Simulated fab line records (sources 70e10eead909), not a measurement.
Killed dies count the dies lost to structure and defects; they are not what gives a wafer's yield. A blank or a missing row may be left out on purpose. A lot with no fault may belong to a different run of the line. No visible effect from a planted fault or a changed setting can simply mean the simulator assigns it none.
A lot that was struck, set against a sound lot | flow nandHarc | 14 steps out of a route of 1302
Sound: these wafers, L114.1, L114.2, L114.6. The struck wafers were L108.1, L108.5, L108.6. Last of all comes the cause.
Order at every step that has rows: each side's tool, ch and its chambers, its first start. Under that, the readings that differ: sound wafers | struck wafers | difference of the means | sigmas: that difference in standard deviations of wafers without a fault.
alike: a reading whose means differ by less than 2 such deviations, as well as words and numbers matching on both sides. not compared: withheld readings; readings where some wafer has no value; bounds like >300 that might hide an equal value; numbers whose values overlap and for which the record gives no deviation.
Wherever a step has rows on one side only, a row that says differs or no value, or a row with sigmas, the two part there. Numbers that don't overlap but have no deviation are shown without sigmas and don't part them. Lack of a reading on every wafer of one side parts them only where that side has two or more wafers.

first, 7 steps without rows for these wafers: NHARC_P_STI_SRD_35; NHARC_P_STI_ETCH_36 (etches SiO2 in dHF, target depth 38.8 nm); NHARC_P_STI_STRIP_24 (strips Si3N4 in H3PO4); NHARC_P_STI_ETCH_37 (etches SiO2 in dHF, target depth 11 nm); NHARC_P_STI_PRECLEAN_38 (cleans in SC1); NHARC_P_STI_SRD_39; NHARC_P_STI_OXIDE_40 (material SiO2, target thk 10 nm, ox time 1362 s).
NHARC_P_STI_INSPECT_25:
  struck on defectInspect-02, day 4 07:37; sound on defectInspect-01, day 6 12:19
reading        | sound       | struck     | difference | sigmas
rawDefectCount | 594 311 254 | 151 112 73 | -274       | -3
then, 3 steps without rows for these wafers: NHARC_P_GATE_ETCH_69 (etches SiO2 in dHF, target depth 14 nm); NHARC_P_GATE_PRECLEAN_70 (cleans in SC1); NHARC_P_GATE_SRD_01.
NHARC_P_GATE_OXIDE_02: material SiO2, target thk 37.5 nm, ox time 365 s.
  sound on furnace-07 ch 0, day 6 15:41; struck on furnace-03 ch 0, day 4 17:13
  alike: spikeTcLowerC
then, 1 step without rows for these wafers: NHARC_P_GATE_DEHYDRATE_03 (time 120 s).
-- the record jumps here: 20 days lie between the struck wafers' starts before and after (it left off in module P_GATE and takes up again in module END, whose first step shown is number 1302 of the route) --
NHARC_END_SORT_01:
  the record has rows for the struck wafers here (prober-02 ch 0, day 24 22:55) and none for the sound ones

## WHERE THEY PART
Last at NHARC_END_SORT_01 as far as this record goes, first at NHARC_P_STI_INSPECT_25.

WHY: whatever the simulator had introduced
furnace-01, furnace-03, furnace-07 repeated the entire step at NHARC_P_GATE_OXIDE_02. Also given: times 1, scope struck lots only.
